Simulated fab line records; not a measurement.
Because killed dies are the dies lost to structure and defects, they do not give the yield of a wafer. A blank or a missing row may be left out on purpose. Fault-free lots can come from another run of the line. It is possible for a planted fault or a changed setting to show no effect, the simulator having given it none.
fab line records :: flow n5_finfet
[record]
  lots = 7
  wafers = 39
route steps=1938 shown HKMG_FIN@414
start_h: start of the lot's first displayed wafer, in hours after the record's first day :: wait_h: hours from the lot's prior step to this one :: " same as the row above :: L1.1+2: one row covering several wafers at once :: - either no value or no given start :: * or withheld: withheld :: < > ~ a bound
route shown NAME@n: a module of which the file shows steps, and the number in the route of the first :: usual: mean/standard deviation taken from wafers without a fault :: same: alike in all rows :: chamber/n: place in a boat :: sites: each site's reading :: _std_site: standard deviation of those values :: _edge_site: mean of outer sites minus mean of inner sites :: radius_mm: for every site, how far away it sits from the centre of the wafer :: mask NAME#n: copy n :: behind: the tool/chamber that last shaped the wafer :: hold: reason for holding the lot/hours on hold/outcome of the hold :: device: which transistor (n, p or np) failed to switch :: end of line: the route-end tests of the same wafers :: for a step that has no rows: nothing shown but its recipe :: killed: the dies lost at the first sort to structure and to defects; this is not the yield of the wafer :: map: a wafer's dies, marking killed ones x, the rest . and places with no die _
set.NAME: setting as actually run; set.NAME@STEP: the setting as run at that earlier step :: model.NAME: the simulator's own value behind a step, which no gauge read
lots run with intentionally changed settings; tables by step, rows by wafer
[[steps]]
[step N5_HKMG_FIN_RTA_80]
[recipe]
  temp_c = withheld
  time_s = 2
  ambient = N2
  idle_temp_c = 600
  ramp_up_c_per_s = 150
  ramp_down_c_per_s = 60
  cool_to_c = 600
lot.wafer: L075.1+3+4
tool: rtp_anneal-01
chamber: 0
start_h: 77.13
wait_h: 0.1
set.time_s: 2

lot.wafer: L082.1+3+6
tool: rtp_anneal-02
chamber: 0
start_h: 118.95
wait_h: 0.1
set.time_s: 1.845

lot.wafer: L082.2+4+5
tool: rtp_anneal-02
chamber: 0
start_h: 118.95
wait_h: 0.1
set.time_s: 2

lot.wafer: L086.1+2+3
tool: rtp_anneal-02
chamber: 0
start_h: 145.47
wait_h: 0.1
set.time_s: 1.67

lot.wafer: L086.4+5+6
tool: rtp_anneal-02
chamber: 0
start_h: 145.47
wait_h: 0.1
set.time_s: 2

lot.wafer: L087.1+2+3
tool: rtp_anneal-01
chamber: 0
start_h: 151.06
wait_h: 0.1
set.time_s: 1.75

lot.wafer: L087.4+5+6
tool: rtp_anneal-01
chamber: 0
start_h: 151.06
wait_h: 0.1
set.time_s: 2

lot.wafer: L090.1+2+3+4+5+6
tool: rtp_anneal-02
chamber: 0
start_h: 173.71
wait_h: 0.1
set.time_s: 2

lot.wafer: L091.1+3+4
tool: rtp_anneal-01
chamber: 0
start_h: 183.96
wait_h: 0.2
set.time_s: 2.439

lot.wafer: L091.2+5+6
tool: rtp_anneal-01
chamber: 0
start_h: 183.96
wait_h: 0.2
set.time_s: 2

lot.wafer: L095.1+2+3
tool: rtp_anneal-01
chamber: 0
start_h: 199.74
wait_h: 0.1
set.time_s: 1.562

lot.wafer: L095.4+5+6
tool: rtp_anneal-01
chamber: 0
start_h: 199.74
wait_h: 0.1
set.time_s: 2
[step N5_HKMG_FIN_PRECLEAN_64]
[recipe]
  chemistry = dHF
  time_s = 30
  temp_c = 25
  dilution = withheld
[step N5_HKMG_FIN_WET_ETCH_65]
[recipe]
  chemistry = TMAH
  temp_c = 70
  conc_wt_pct = 5
  target = a-Si
  stop_on = TiN
  time_s = 49
  target_depth_nm = 3
[step N5_HKMG_FIN_WET_ETCH_82]
[recipe]
  chemistry = dHCl
  mix = 1:10000
  temp_c = 25
  target = La2O3
  stop_on = HfO2
  target_depth_nm = 2
  dry = ipa_marangoni
  rinse_time_s = 30
  rinse_temp_c = 23
[step N5_HKMG_FIN_ALD_36]
[recipe]
  material = TiN
  target_thk_a = 10
  temp_c = 400
  ald_precursor_family = TiCl4
  ald_co_reactant = NH3
  pulse_time_s = 1
  purge_time_s = 3
  co_reactant_purge_time_s = 2
  co_reactant_pulse_time_s = 2
  ald_cycles = 47
  pressure_torr = 3
[step N5_HKMG_FIN_THK_MEAS_70]
[recipe]
  thk_meas_gauge = xrf
  reads = HfO2_of_HKMG_FIN_HK_ALD_01
[usual]
  HK_THK = 1.585/0.022
lot.wafer: L075.1
tool: film_metro-02
chamber: -
start_h: 77.68
wait_h: 0.2
set.ald_cycles@HKMG_FIN_HK_ALD_01: 30
HK_THK[nm]: 1.578

lot.wafer: L075.3
tool: film_metro-02
chamber: -
start_h: 77.68
wait_h: 0.2
set.ald_cycles@HKMG_FIN_HK_ALD_01: 30
HK_THK[nm]: 1.591

lot.wafer: L075.4
tool: film_metro-02
chamber: -
start_h: 77.68
wait_h: 0.2
set.ald_cycles@HKMG_FIN_HK_ALD_01: 30
HK_THK[nm]: 1.586

lot.wafer: L082.1
tool: film_metro-02
chamber: -
start_h: 119.49
wait_h: 0.2
set.ald_cycles@HKMG_FIN_HK_ALD_01: 30
HK_THK[nm]: 1.570

lot.wafer: L082.2
tool: film_metro-02
chamber: -
start_h: 119.49
wait_h: 0.2
set.ald_cycles@HKMG_FIN_HK_ALD_01: 30
HK_THK[nm]: 1.561

lot.wafer: L082.3
tool: film_metro-02
chamber: -
start_h: 119.49
wait_h: 0.2
set.ald_cycles@HKMG_FIN_HK_ALD_01: 30
HK_THK[nm]: 1.609

lot.wafer: L082.4
tool: film_metro-02
chamber: -
start_h: 119.49
wait_h: 0.2
set.ald_cycles@HKMG_FIN_HK_ALD_01: 30
HK_THK[nm]: 1.578

lot.wafer: L082.5
tool: film_metro-02
chamber: -
start_h: 119.49
wait_h: 0.2
set.ald_cycles@HKMG_FIN_HK_ALD_01: 30
HK_THK[nm]: 1.602

lot.wafer: L082.6
tool: film_metro-02
chamber: -
start_h: 119.49
wait_h: 0.2
set.ald_cycles@HKMG_FIN_HK_ALD_01: 30
HK_THK[nm]: 1.610

lot.wafer: L086.1
tool: film_metro-02
chamber: -
start_h: 146.01
wait_h: 0.2
set.ald_cycles@HKMG_FIN_HK_ALD_01: 27
HK_THK[nm]: 1.400

lot.wafer: L086.2
tool: film_metro-02
chamber: -
start_h: 146.01
wait_h: 0.2
set.ald_cycles@HKMG_FIN_HK_ALD_01: 30
HK_THK[nm]: 1.607

lot.wafer: L086.3
tool: film_metro-02
chamber: -
start_h: 146.01
wait_h: 0.2
set.ald_cycles@HKMG_FIN_HK_ALD_01: 27
HK_THK[nm]: 1.418

lot.wafer: L086.4
tool: film_metro-02
chamber: -
start_h: 146.01
wait_h: 0.2
set.ald_cycles@HKMG_FIN_HK_ALD_01: 30
HK_THK[nm]: 1.581

lot.wafer: L086.5
tool: film_metro-02
chamber: -
start_h: 146.01
wait_h: 0.2
set.ald_cycles@HKMG_FIN_HK_ALD_01: 27
HK_THK[nm]: 1.376

lot.wafer: L086.6
tool: film_metro-02
chamber: -
start_h: 146.01
wait_h: 0.2
set.ald_cycles@HKMG_FIN_HK_ALD_01: 30
HK_THK[nm]: 1.644

lot.wafer: L087.1
tool: film_metro-02
chamber: -
start_h: 151.60
wait_h: 0.2
set.ald_cycles@HKMG_FIN_HK_ALD_01: 30
HK_THK[nm]: 1.572

lot.wafer: L087.2
tool: film_metro-02
chamber: -
start_h: 151.60
wait_h: 0.2
set.ald_cycles@HKMG_FIN_HK_ALD_01: 30
HK_THK[nm]: 1.569

lot.wafer: L087.3
tool: film_metro-02
chamber: -
start_h: 151.60
wait_h: 0.2
set.ald_cycles@HKMG_FIN_HK_ALD_01: 33
HK_THK[nm]: 1.710

lot.wafer: L087.4
tool: film_metro-02
chamber: -
start_h: 151.60
wait_h: 0.2
set.ald_cycles@HKMG_FIN_HK_ALD_01: 33
HK_THK[nm]: 1.712

lot.wafer: L087.5
tool: film_metro-02
chamber: -
start_h: 151.60
wait_h: 0.2
set.ald_cycles@HKMG_FIN_HK_ALD_01: 30
HK_THK[nm]: 1.567

lot.wafer: L087.6
tool: film_metro-02
chamber: -
start_h: 151.60
wait_h: 0.2
set.ald_cycles@HKMG_FIN_HK_ALD_01: 33
HK_THK[nm]: 1.750

lot.wafer: L090.1
tool: film_metro-02
chamber: -
start_h: 174.26
wait_h: 0.2
set.ald_cycles@HKMG_FIN_HK_ALD_01: 25
HK_THK[nm]: 1.303

lot.wafer: L090.2
tool: film_metro-02
chamber: -
start_h: 174.26
wait_h: 0.2
set.ald_cycles@HKMG_FIN_HK_ALD_01: 25
HK_THK[nm]: 1.356

lot.wafer: L090.3
tool: film_metro-02
chamber: -
start_h: 174.26
wait_h: 0.2
set.ald_cycles@HKMG_FIN_HK_ALD_01: 25
HK_THK[nm]: 1.346

lot.wafer: L090.4
tool: film_metro-02
chamber: -
start_h: 174.26
wait_h: 0.2
set.ald_cycles@HKMG_FIN_HK_ALD_01: 30
HK_THK[nm]: 1.565

lot.wafer: L090.5
tool: film_metro-02
chamber: -
start_h: 174.26
wait_h: 0.2
set.ald_cycles@HKMG_FIN_HK_ALD_01: 30
HK_THK[nm]: 1.599

lot.wafer: L090.6
tool: film_metro-02
chamber: -
start_h: 174.26
wait_h: 0.2
set.ald_cycles@HKMG_FIN_HK_ALD_01: 30
HK_THK[nm]: 1.576

lot.wafer: L091.1
tool: film_metro-01
chamber: -
start_h: 184.50
wait_h: 0.2
set.ald_cycles@HKMG_FIN_HK_ALD_01: 30
HK_THK[nm]: 1.595

lot.wafer: L091.2
tool: film_metro-01
chamber: -
start_h: 184.50
wait_h: 0.2
set.ald_cycles@HKMG_FIN_HK_ALD_01: 30
HK_THK[nm]: 1.560

lot.wafer: L091.3
tool: film_metro-01
chamber: -
start_h: 184.50
wait_h: 0.2
set.ald_cycles@HKMG_FIN_HK_ALD_01: 26
HK_THK[nm]: 1.378

lot.wafer: L091.4
tool: film_metro-01
chamber: -
start_h: 184.50
wait_h: 0.2
set.ald_cycles@HKMG_FIN_HK_ALD_01: 30
HK_THK[nm]: 1.567

lot.wafer: L091.5
tool: film_metro-01
chamber: -
start_h: 184.50
wait_h: 0.2
set.ald_cycles@HKMG_FIN_HK_ALD_01: 26
HK_THK[nm]: 1.342

lot.wafer: L091.6
tool: film_metro-01
chamber: -
start_h: 184.50
wait_h: 0.2
set.ald_cycles@HKMG_FIN_HK_ALD_01: 26
HK_THK[nm]: 1.350

lot.wafer: L095.1
tool: film_metro-02
chamber: -
start_h: 200.29
wait_h: 0.2
set.ald_cycles@HKMG_FIN_HK_ALD_01: 34
HK_THK[nm]: 1.847

lot.wafer: L095.2
tool: film_metro-02
chamber: -
start_h: 200.29
wait_h: 0.2
set.ald_cycles@HKMG_FIN_HK_ALD_01: 30
HK_THK[nm]: 1.603

lot.wafer: L095.3
tool: film_metro-02
chamber: -
start_h: 200.29
wait_h: 0.2
set.ald_cycles@HKMG_FIN_HK_ALD_01: 34
HK_THK[nm]: 1.821

lot.wafer: L095.4
tool: film_metro-02
chamber: -
start_h: 200.29
wait_h: 0.2
set.ald_cycles@HKMG_FIN_HK_ALD_01: 30
HK_THK[nm]: 1.580

lot.wafer: L095.5
tool: film_metro-02
chamber: -
start_h: 200.29
wait_h: 0.2
set.ald_cycles@HKMG_FIN_HK_ALD_01: 34
HK_THK[nm]: 1.809

lot.wafer: L095.6
tool: film_metro-02
chamber: -
start_h: 200.29
wait_h: 0.2
set.ald_cycles@HKMG_FIN_HK_ALD_01: 30
HK_THK[nm]: 1.603
[[key]]
[split]
  step = N5_HKMG_FIN_RTA_80
  setting = time_s
  stated = 2
  by = wafer
response none clear
split outside_this_file step=N5_HKMG_FIN_HK_ALD_01 setting=ald_cycles
// split outside_this_file: this setting was split too, and the file shows its column; the key of that split is in another file
